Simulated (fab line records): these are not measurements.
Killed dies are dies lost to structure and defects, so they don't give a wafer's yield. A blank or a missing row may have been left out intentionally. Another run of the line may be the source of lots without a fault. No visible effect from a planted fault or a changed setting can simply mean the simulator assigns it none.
Chamber matching || flow n5 finfet || N5_BEOL_M8_ETCH_65 on rie diel-04: 4 sister chambers
The step etches SiARC in CF4, target depth 15.6 nm, time 26 s. 4 wafers are shown with their chamber, then 12 later ones without.

WAFERS PAIRED WITH THEIR CHAMBERS
{"wafer": "L084.1", "chamber": 1, "throttle valve pct (%)": 15.77}
{"wafer": "L084.3", "chamber": 3, "throttle valve pct (%)": 15.65}
{"wafer": "L088.1", "chamber": 2, "throttle valve pct (%)": 15.40}
{"wafer": "L088.4", "chamber": 0, "throttle valve pct (%)": 15.21}

WAFERS MISSING THEIR CHAMBER
{"wafer": "L091.2", "throttle valve pct (%)": 15.40}
{"wafer": "L091.5", "throttle valve pct (%)": 15.41}
{"wafer": "L091.6", "throttle valve pct (%)": 15.67}
{"wafer": "L092.1", "throttle valve pct (%)": 15.24}
{"wafer": "L092.4", "throttle valve pct (%)": 15.79}
{"wafer": "L092.6", "throttle valve pct (%)": 15.40}
{"wafer": "L094.1", "throttle valve pct (%)": 15.26}
{"wafer": "L094.2", "throttle valve pct (%)": 15.71}
{"wafer": "L094.6", "throttle valve pct (%)": 15.71}
{"wafer": "L097.1", "throttle valve pct (%)": 15.42}
{"wafer": "L097.2", "throttle valve pct (%)": 15.71}
{"wafer": "L097.5", "throttle valve pct (%)": 15.41}

THE CHAMBER EACH PASSED THROUGH
{"wafer": "L091.2", "from the rows above": 2, "in truth": 2}
{"wafer": "L091.5", "from the rows above": 2, "in truth": 2}
{"wafer": "L091.6", "from the rows above": 3, "in truth": 3}
{"wafer": "L092.1", "from the rows above": 0, "in truth": 0}
{"wafer": "L092.4", "from the rows above": 1, "in truth": 1}
{"wafer": "L092.6", "from the rows above": 2, "in truth": 2}
{"wafer": "L094.1", "from the rows above": 0, "in truth": 0}
{"wafer": "L094.2", "from the rows above": "can't be placed: 1 or 3", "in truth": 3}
{"wafer": "L094.6", "from the rows above": "can't be placed: 1 or 3", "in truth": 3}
{"wafer": "L097.1", "from the rows above": 2, "in truth": 2}
{"wafer": "L097.2", "from the rows above": "can't be placed: 1 or 3", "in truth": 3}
{"wafer": "L097.5", "from the rows above": 2, "in truth": 2}
Correct placement for 9 of the 12. Can't be placed from these rows: 3 (the true chamber is among the candidates in 3). 0 placed wrongly.
How it was worked out, from the rows above alone: a wafer's distance from a chamber is the root of the sum, over the readings, of the square of ((its reading less the chamber's mean) divided by the reading's scatter). The wafer belongs to the nearest chamber; if the next one is less than 2 further off, it can't be placed. Each chamber's mean is taken over the wafers shown for it. The scatter (one wafer shown for each chamber): square how far every hidden wafer sits from the nearest shown wafer, average those squares and take the square root.
